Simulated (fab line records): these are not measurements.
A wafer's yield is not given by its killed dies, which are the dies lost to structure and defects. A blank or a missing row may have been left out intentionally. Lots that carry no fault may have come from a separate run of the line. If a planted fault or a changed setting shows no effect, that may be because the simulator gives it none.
Chamber matching :: flow nand_harc :: 4 sister chambers for NHARC_A_CHANNEL_HOLE_D1_ETCH_44 on rie_diel-02
The step etches the open film in CF4/O2, target depth 140 nm, overetch 14 nm, time 77 s. 16 wafers are shown with their chamber, then 8 later ones without.

WAFERS WITH THEIR CHAMBER
wafer: L074.2
chamber: 2
drypump_motor_current_A (A): 5.8
oes_product_au (a.u.): 1.008
rf_vpp_V (V): 198.0

wafer: L074.4
chamber: 3
drypump_motor_current_A (A): 6.0
oes_product_au (a.u.): 0.993
rf_vpp_V (V): 198.0

wafer: L074.6
chamber: 0
drypump_motor_current_A (A): 5.6
oes_product_au (a.u.): 1.009
rf_vpp_V (V): 196.7

wafer: L077.2
chamber: 1
drypump_motor_current_A (A): 5.0
oes_product_au (a.u.): 1.000
rf_vpp_V (V): 200.5

wafer: L077.3
chamber: 3
drypump_motor_current_A (A): 6.0
oes_product_au (a.u.): 0.991
rf_vpp_V (V): 198.1

wafer: L077.5
chamber: 2
drypump_motor_current_A (A): 5.9
oes_product_au (a.u.): 1.002
rf_vpp_V (V): 198.7

wafer: L080.2
chamber: 1
drypump_motor_current_A (A): 5.0
oes_product_au (a.u.): 1.011
rf_vpp_V (V): 199.4

wafer: L080.5
chamber: 0
drypump_motor_current_A (A): 5.6
oes_product_au (a.u.): 0.993
rf_vpp_V (V): 199.0

wafer: L080.6
chamber: 3
drypump_motor_current_A (A): 6.0
oes_product_au (a.u.): 0.996
rf_vpp_V (V): 197.7

wafer: L081.2
chamber: 2
drypump_motor_current_A (A): 5.9
oes_product_au (a.u.): 1.001
rf_vpp_V (V): 197.1

wafer: L081.4
chamber: 0
drypump_motor_current_A (A): 5.6
oes_product_au (a.u.): 1.000
rf_vpp_V (V): 198.4

wafer: L081.6
chamber: 3
drypump_motor_current_A (A): 6.0
oes_product_au (a.u.): 0.991
rf_vpp_V (V): 198.3

wafer: L084.3
chamber: 1
drypump_motor_current_A (A): 5.0
oes_product_au (a.u.): 1.019
rf_vpp_V (V): 199.1

wafer: L084.4
chamber: 2
drypump_motor_current_A (A): 5.9
oes_product_au (a.u.): 1.008
rf_vpp_V (V): 198.2

wafer: L084.5
chamber: 3
drypump_motor_current_A (A): 5.9
oes_product_au (a.u.): 0.996
rf_vpp_V (V): 196.9

wafer: L087.1
chamber: 0
drypump_motor_current_A (A): 5.6
oes_product_au (a.u.): 1.009
rf_vpp_V (V): 196.5

SIGNATURES (means of the wafers above)
reading: drypump_motor_current_A
chamber 0: 5.600
chamber 1: 5.000
chamber 2: 5.875
chamber 3: 5.980
scatter within a chamber: 0.0359

reading: oes_product_au
chamber 0: 1.00275
chamber 1: 1.01000
chamber 2: 1.00475
chamber 3: 0.99340
scatter within a chamber: 0.00599

reading: rf_vpp_V
chamber 0: 197.650
chamber 1: 199.667
chamber 2: 198.000
chamber 3: 197.800
scatter within a chamber: 0.828
Rule: for a wafer and a chamber, the distance is found by dividing, reading by reading, the gap between the wafer's reading and the chamber's mean by the reading's scatter, squaring, summing and taking the root. The wafer belongs to the nearest chamber; if the next one is less than 2 further off, it can't be placed. The scatter: the root of (the sum of the squares of (reading less its chamber's mean) over the shown wafers, divided by (wafers less chambers)).

WAFERS WITH NO CHAMBER GIVEN
wafer: L087.3
drypump_motor_current_A (A): 6.0
oes_product_au (a.u.): 0.990
rf_vpp_V (V): 198.4

wafer: L087.6
drypump_motor_current_A (A): 5.9
oes_product_au (a.u.): 1.006
rf_vpp_V (V): 197.1

wafer: L088.2
drypump_motor_current_A (A): 5.6
oes_product_au (a.u.): 1.005
rf_vpp_V (V): 197.1

wafer: L088.5
drypump_motor_current_A (A): 5.9
oes_product_au (a.u.): 1.013
rf_vpp_V (V): 198.1

wafer: L088.6
drypump_motor_current_A (A): 6.0
oes_product_au (a.u.): 0.989
rf_vpp_V (V): 198.2

wafer: L094.3
drypump_motor_current_A (A): 5.0
oes_product_au (a.u.): 1.002
rf_vpp_V (V): 200.7

wafer: L094.4
drypump_motor_current_A (A): 5.9
oes_product_au (a.u.): 1.007
rf_vpp_V (V): 199.0

wafer: L094.5
drypump_motor_current_A (A): 5.9
oes_product_au (a.u.): 1.006
rf_vpp_V (V): 197.6

WHICH CHAMBER EACH ONE RAN IN
wafer: L087.3
from the rows above: 3
in truth: 3

wafer: L087.6
from the rows above: can't be placed: 2 or 3
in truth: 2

wafer: L088.2
from the rows above: 0
in truth: 0

wafer: L088.5
from the rows above: 2
in truth: 2

wafer: L088.6
from the rows above: 3
in truth: 3

wafer: L094.3
from the rows above: 1
in truth: 1

wafer: L094.4
from the rows above: 2
in truth: 2

wafer: L094.5
from the rows above: 2
in truth: 2
Correctly placed: 7 of 8. Cannot be placed on the basis of these rows: 1; the candidates contain the true chamber in 1. Wrongly placed: 0.
